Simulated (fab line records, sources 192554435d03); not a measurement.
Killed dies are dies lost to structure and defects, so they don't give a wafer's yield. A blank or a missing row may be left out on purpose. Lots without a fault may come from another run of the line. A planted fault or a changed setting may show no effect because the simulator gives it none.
fab line records | flow n5_finfet | part 2 of 2: steps 21 to 28 of 28
record lots=5 wafers=15 last_day=15
route steps=1938 shown BEOL_M11@1536
lots that met no fault: from a run of the same line without faults
start_h: hours from the record's first day to the start of the lot's first wafer shown | wait_h: hours since the lot's step before | " the same as in the row above | L1.1+2: a row that stands for several wafers | - no value, or no start given | * or withheld: withheld | < > ~ a bound
route shown NAME@n: a module of which the file shows steps, and the number in the route of the first | usual: mean/standard deviation of fault-free wafers | same: alike in all rows | chamber/n: place in a boat | sites: the reading at each site | _std_site: their standard deviation | _edge_site: outer sites' mean less inner sites' | radius_mm: how far each site lies from the wafer's centre | mask NAME#n: copy n | behind: the tool/chamber that last shaped the wafer | hold: why the lot was held/for how many hours/how that ended | device: the transistor (n, p or np) that didn't switch | end of line: the same wafers' tests at the end of the route | a step without rows: its recipe alone | killed: dies lost to structure and defects at the first sort, not the wafer's yield | map: a wafer's dies, x killed, . not, _ none there
set.NAME: the setting as run; set.NAME@STEP: as run at that earlier step | model.NAME: the simulator's own value behind a step, which no gauge read
lots at some steps of the route; a table a step, a row a wafer
services: from which hour (start_h, from the record's first day; less than 0 if before it) a tool's chamber was out of use, for how many hours, and why
## steps
# step N5_BEOL_M11_STRIP_67
# recipe chemistry=CF4 resist=SiARC power_w=300 bias_power_w=75 pressure_mtorr=50 cf4_flow_sccm=150 rf_frequency_hz=6e+07
# usual chamber_pressure_mTorr=49.99/0.086 drypump_motor_current_A=5.7/0.37 oes_product_au=0.78/0.082 rf_vpp_V=270.8/1.5 showerhead_plenum_p_Torr=1.78/0.053 throttle_valve_pct=13.59/0.28
# columns lot.wafer tool chamber start_h wait_h chamber_pressure_mTorr drypump_motor_current_A oes_product_au rf_hours_counter_h rf_vpp_V showerhead_plenum_p_Torr throttle_valve_pct
L077.1 rie_diel-02 1 255.48 0.0 50.01 6.3 0.94 10 271.0 1.75 13.11
L077.3 " 2 " " 49.98 5.9 0.75 163 271.0 1.79 13.83
L077.6 " 0 " " 49.86 5.7 0.93 - 271.3 1.81 13.21
L080.1 rie_diel-02 0 280.89 0.0 50.00 5.7 0.91 28 271.9 1.81 13.20
L080.4 " 3 " " 50.02 4.9 0.71 234 268.4 1.72 14.11
L080.5 " 2 " " 50.08 5.9 0.74 - 271.2 1.79 13.84
L083.1 rie_diel-03 2 297.26 0.0 49.98 6.0 0.74 200 271.0 1.72 13.77
L083.2 " 1 " " 49.99 5.7 0.75 176 270.5 1.78 13.44
L083.3 " 0 " " 49.92 5.9 0.82 86 270.5 1.73 13.35
L084.1 rie_diel-02 3 300.58 0.0 50.02 4.9 0.71 239 269.8 1.72 14.11
L084.2 " 2 " " 49.98 5.8 0.74 177 272.0 1.78 13.88
L084.6 " 3 " " 49.98 4.9 0.70 - 269.0 1.72 14.11
L087.2 rie_diel-03 1 304.90 0.0 50.02 5.7 0.75 177 269.5 1.78 13.45
L087.4 " 2 " " 50.01 6.0 0.74 202 269.8 1.72 13.79
L087.5 " 3 " " 49.99 5.5 0.69 - 273.3 1.85 13.76
# step N5_BEOL_M11_HM_OPEN_17
# recipe chemistry=Cl2/BCl3 target_depth_a=200 overetch_a=60 target=TiN mask_material=SOC ion_energy_ev=150 pressure_mtorr=10 icp_w=1000 bias_w=126 Cl2_flow_sccm=53.25 bcl3_flow_sccm=21.75 Ar_flow_sccm=25
# usual chamber_pressure_mTorr=9.999/0.0095 drypump_motor_current_A=6.0/0.37 oes_product_au=0.69/0.063 throttle_valve_pct=22.04/0.22
# columns lot.wafer tool chamber start_h wait_h chamber_pressure_mTorr drypump_motor_current_A oes_product_au rf_hours_counter_h throttle_valve_pct
L077.1 rie_metal-02 0 255.52 0.0 9.996 6.1 0.73 16 22.14
L077.3 " 0 " " 9.979 6.1 0.72 - 22.14
L077.6 " 1 " " 10.006 6.2 0.72 - 22.39
L080.1 rie_metal-01 1 280.93 0.0 9.996 6.1 0.67 41 22.25
L080.4 " 1 " " 9.995 6.1 0.66 - 22.27
L080.5 " 1 " " 10.000 6.1 0.66 - 22.26
L083.1 rie_metal-01 1 297.30 0.0 9.996 6.1 0.66 43 22.25
L083.2 " 0 " " 10.003 5.3 0.64 49 21.75
L083.3 " 1 " " 10.009 6.2 0.66 - 22.28
L084.1 rie_metal-01 0 300.62 0.0 9.993 5.3 0.64 49 21.75
L084.2 " 1 " " 9.998 6.1 0.67 44 22.25
L084.6 " 1 " " 9.995 6.1 0.66 - 22.25
L087.2 rie_metal-03 1 304.94 0.0 10.003 6.1 0.83 1 21.80
L087.4 " 1 " " 9.992 6.1 0.82 - 21.79
L087.5 " 1 " " 9.989 6.1 0.82 - 21.76
# step N5_BEOL_M11_STRIP_19
# recipe chemistry=O2 power_w=400 temp_c=40 pressure_mtorr=30 rf_frequency_hz=6e+07 bias_power_w=0 overash_fraction=0.2 o2_flow_sccm=225
# usual chamber_pressure_mTorr=30.00/0.038 drypump_motor_current_A=5.7/0.43 oes_product_au=0.79/0.097 rf_vpp_V=3.6/0.6 showerhead_plenum_p_Torr=2.10/0.085 throttle_valve_pct=16.66/0.25
# columns lot.wafer tool chamber start_h wait_h chamber_pressure_mTorr drypump_motor_current_A oes_product_au rf_hours_counter_h rf_vpp_V showerhead_plenum_p_Torr throttle_valve_pct
L077.1 rie_diel-03 3 255.63 0.1 29.99 5.6 0.69 206 3.4 2.17 16.75
L077.3 " 1 " " 29.97 5.7 0.76 163 3.9 2.08 16.46
L077.6 " 3 " " 30.02 5.5 0.69 - 3.5 2.17 16.74
L080.1 rie_diel-04 2 281.04 0.1 29.99 5.8 0.72 194 3.5 2.06 16.62
L080.4 " 0 " " 29.96 5.5 0.68 247 3.5 1.96 16.89
L080.5 " 2 " " 30.02 5.8 0.71 - 3.1 2.06 16.62
L083.1 rie_diel-03 1 297.41 0.1 30.06 5.7 0.75 176 3.3 2.08 16.49
L083.2 " 3 " " 30.00 5.5 0.67 218 3.9 2.16 16.77
L083.3 " 2 " " 30.01 6.0 0.73 200 3.8 1.99 16.77
L084.1 rie_diel-04 1 300.73 0.1 29.99 5.2 0.93 14 3.3 2.15 16.43
L084.2 " 3 " " 29.98 6.3 0.81 86 4.1 2.23 16.78
L084.6 " 1 " " 29.93 5.2 0.94 - 3.6 2.16 16.44
L087.2 rie_diel-03 1 305.05 0.1 30.00 5.7 0.74 178 3.9 2.08 16.50
L087.4 " 0 " " 30.04 5.9 0.81 88 4.5 2.02 16.39
L087.5 " 2 " " 30.05 6.0 0.74 - 3.8 1.99 16.78
# step N5_BEOL_M11_CD_MEAS_18
# recipe pitch_nm=140 target_cd_nm=70
# usual cd_nm=70.0/0.67
# columns lot.wafer tool chamber start_h wait_h cd_nm
L077.1 cd_sem-03 - 255.70 0.0 70.4
L077.3 " - " " 70.4
L077.6 " - " " 68.4
L080.1 cd_sem-01 - 281.11 0.0 69.6
L080.4 " - " " 69.4
L080.5 " - " " 69.7
L083.1 cd_sem-03 - 297.48 0.0 69.9
L083.2 " - " " 71.0
L083.3 " - " " 69.8
L084.1 cd_sem-01 - 300.80 0.0 69.5
L084.2 " - " " 69.7
L084.6 " - " " 70.1
L087.2 cd_sem-03 - 305.12 0.1 69.8
L087.4 " - " " 70.4
L087.5 " - " " 70.2
# step N5_BEOL_M11_COAT_63
# recipe resist=SOC temp_c=250 time_s=60 spin_rpm=1500 resist_thk_nm=100
# usual chill_plate_temp_C=23.00/0.11
# columns lot.wafer tool chamber start_h wait_h chill_plate_temp_C
L077.1 litho_track-04 0 259.21 3.5 23.09
L077.3 " 0 " " 23.01
L077.6 " 0 " " 23.09
L080.1 litho_track-04 0 281.62 0.5 22.99
L080.4 " 0 " " 23.20
L080.5 " 0 " " 22.97
L083.1 litho_track-04 0 298.99 1.5 22.97
L083.2 " 0 " " 22.88
L083.3 " 0 " " 22.85
L084.1 litho_track-04 0 300.84 0.0 23.13
L084.2 " 0 " " 23.03
L084.6 " 0 " " 22.98
L087.2 litho_track-02 0 306.27 1.1 23.10
L087.4 " 0 " " 23.14
L087.5 " 0 " " 23.10
# step N5_BEOL_M11_COAT_64
# recipe resist=SiARC temp_c=220 time_s=60 spin_rpm=1500 resist_thk_nm=30
# usual chill_plate_temp_C=22.98/0.12
# columns lot.wafer tool chamber start_h wait_h chill_plate_temp_C
L077.1 litho_track-04 0 - - 22.73
L077.3 " 0 " " 22.92
L077.6 " 0 " " 22.98
L080.1 litho_track-04 0 - - 22.91
L080.4 " 0 " " 22.75
L080.5 " 0 " " 22.90
L083.1 litho_track-04 0 - - 22.90
L083.2 " 0 " " 22.87
L083.3 " 0 " " 23.01
L084.1 litho_track-04 0 - - 23.04
L084.2 " 0 " " 23.30
L084.6 " 0 " " 23.07
L087.2 litho_track-02 0 - - 22.98
L087.4 " 0 " " 22.91
L087.5 " 0 " " 22.95
# step N5_BEOL_M11_COAT_22
# recipe resist=CAR-ArF spin_rpm=1500 resist_thk_nm=90
# usual chill_plate_temp_C=23.01/0.13
# columns lot.wafer tool chamber start_h wait_h chill_plate_temp_C
L077.1 litho_track-04 0 - - 23.21
L077.3 " 0 " " 23.09
L077.6 " 0 " " 23.23
L080.1 litho_track-04 0 - - 23.39
L080.4 " 0 " " 22.99
L080.5 " 0 " " 23.12
L083.1 litho_track-04 0 - - 23.15
L083.2 " 0 " " 22.93
L083.3 " 0 " " 23.03
L084.1 litho_track-04 0 - - 23.12
L084.2 " 0 " " 23.05
L084.6 " 0 " " 22.91
L087.2 litho_track-02 0 - - 22.94
L087.4 " 0 " " 23.11
L087.5 " 0 " " 23.14
# step N5_BEOL_M11_EBR_24
# recipe solvent=PGMEA ebr_width_mm=1.5
# usual chill_plate_temp_C=23.00/0.12
# columns lot.wafer tool chamber start_h wait_h chill_plate_temp_C
L077.1 litho_track-04 0 - - 23.06
L077.3 " 0 " " 22.98
L077.6 " 0 " " 22.94
L080.1 litho_track-04 0 - - 23.09
L080.4 " 0 " " 23.02
L080.5 " 0 " " 23.11
L083.1 litho_track-04 0 - - 22.85
L083.2 " 0 " " 22.74
L083.3 " 0 " " 22.96
L084.1 litho_track-04 0 - - 23.05
L084.2 " 0 " " 22.99
L084.6 " 0 " " 23.06
L087.2 litho_track-02 0 - - 23.04
L087.4 " 0 " " 23.21
L087.5 " 0 " " 22.92
## services
# columns tool chamber start_h hours kind
arfi_scanner-02 - 232.23 1.3 pm
rie_metal-02 - 233.82 14.6 pm
pecvd-03 1 241.93 22.3 repair
arfi_scanner-03 0 247.84 - calibration
arfi_scanner-03 - 249.26 2.4 repair
pecvd-01 2 250.89 - calibration
arfi_scanner-02 - 254.51 3.9 pm
uv_cure-03 - 256.83 2.1 pm
rie_diel-02 1 257.11 6.0 repair
rie_metal-03 1 261.15 - clean
rie_metal-03 1 261.15 22.9 scheduled_down
arfi_scanner-01 - 263.16 3.9 pm
arfi_scanner-02 - 268.11 0.8 repair
arfi_scanner-01 - 268.44 1.3 repair
arfi_scanner-02 - 269.31 5.0 pm
arfi_scanner-03 - 275.34 1.0 repair
pecvd-04 1 280.59 5.5 scheduled_down
pecvd-03 2 280.60 5.5 scheduled_down
rie_diel-04 0 284.54 18.3 repair
arfi_scanner-02 - 292.43 1.0 pm
pecvd-01 - 293.53 14.6 pm
rie_diel-02 3 293.80 6.4 repair
arfi_scanner-01 - 295.12 0.2 repair
arfi_scanner-01 - 305.92 0.8 pm
